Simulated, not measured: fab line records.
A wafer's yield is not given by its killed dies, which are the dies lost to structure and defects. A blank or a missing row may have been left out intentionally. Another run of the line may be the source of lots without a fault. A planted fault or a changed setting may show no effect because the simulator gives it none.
Struck lot and sound lot, side by side ; flow nand harc ; 15 steps out of a route of 1302
Sound: these wafers, L852.1, L852.4, L852.6. Wafers struck: L866.1, L866.2, L866.5. The cause is named last.
Per side, at each step with rows, come the tool, then ch with its chambers, and then its first start. Under that, the readings that differ: sound wafers ; struck wafers ; difference of the means ; sigmas: that difference in standard deviations of wafers without a fault.
alike: words and numbers the same on both sides, and readings whose means are apart by under 2 such deviations; not compared: readings that were withheld, readings missing a value for some wafer, numbers with overlapping values and no deviation given by the record, and bounds like >300 which may hide the same value.
Wherever a step has rows on one side only, a row that says differs or no value, or a row with sigmas, the two part there. Numbers that don't overlap but have no deviation are shown without sigmas and don't part them. A reading missing from all wafers of one side parts the sides only when that side holds two or more wafers.

first, 7 steps without rows for these wafers: NHARC_P_STI_COAT_41 (time 65 s); NHARC_P_STI_COAT_03 (resist thk 600 nm); NHARC_P_STI_SOFTBAKE_04 (time 70 s); NHARC_P_STI_EBR_05; NHARC_P_STI_EXPOSE_06 (exposes mask P STI, target cd 200 nm); NHARC_P_STI_PEB_07 (peb time 80 s); NHARC_P_STI_DEVELOP_08 (time 50 s).
NHARC_P_STI_CD_MEAS_09 targets a cd of 200 nm.
  sound on cd sem-01 ch 0, day 6 15:29; struck on cd sem-03 ch 0, day 12 08:31
  alike: cd nm
NHARC_P_STI_OVL_MEAS_10:
  sound on overlay-01 at day 6 15:34; struck on overlay-01 at day 12 08:36
  alike: overlay x nm, overlay y nm
NHARC_P_STI_INSPECT_11:
  sound on defect inspect-01 at day 6 15:37; struck on defect inspect-01 at day 12 08:38
  alike: raw defect count
then, 1 step without rows for these wafers: NHARC_P_STI_HARDBAKE_13 (time 65 s).
NHARC_P_STI_DESCUM_14: chemistry O2, time 3 s.
  sound on rie diel-01 ch 0,2,3, day 6 15:44; struck on rie diel-01 ch 0,1,3, day 12 08:47
  alike: drypump motor current A, oes product au, rf vpp V, showerhead plenum p Torr, throttle valve pct
  not compared: rf hours counter h
NHARC_P_STI_ETCH_42: etches the open film in N2/H2, target depth 80 nm, overetch 24 nm, time 61 s.
  sound on rie diel-01 ch 1,2,3, day 6 15:50; struck on rie diel-01 ch 1,3, day 12 09:03
reading;sound;struck;difference;sigmas
oes product au (a.u.);1.008 0.988 0.999;0.859 0.863 0.866;-0.136;-16
  alike: bias w, drypump motor current A, rf vpp V, showerhead plenum p Torr, throttle valve pct
  not compared: rf hours counter h
NHARC_P_STI_ETCH_31: etches the open film in CF4/CHF3, target depth 108.9 nm, time 54.5 s.
  sound: rie diel-01 ch 0,2,3; struck: rie diel-01 ch 0,1,3
  alike: bias w, chf3 flow sccm, drypump motor current A, oes product au, rf vpp V, showerhead plenum p Torr, throttle valve pct
  not compared: rf hours counter h
-- record jumps: 22 days between struck wafers' starts before vs after; left off in module P_STI, resumes in module END, first step shown is number 1302 of the route --
NHARC_END_SORT_01:
  sound on prober-02 ch 0, day 27 22:15; struck on prober-01 ch 0, day 34 02:34
  alike: killed at array, killed at other, killed at periphery, killed dies, killed open, killed short

## WHERE THEY PART
At NHARC_P_STI_ETCH_42 and nowhere else, as far as this record goes. Later steps at which nothing parts them and some readings are alike: NHARC_P_STI_ETCH_31, NHARC_END_SORT_01.

WHY: what the simulator had put in
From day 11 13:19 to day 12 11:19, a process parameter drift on rie diel-01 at NHARC_P_STI_ETCH_42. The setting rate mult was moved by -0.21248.
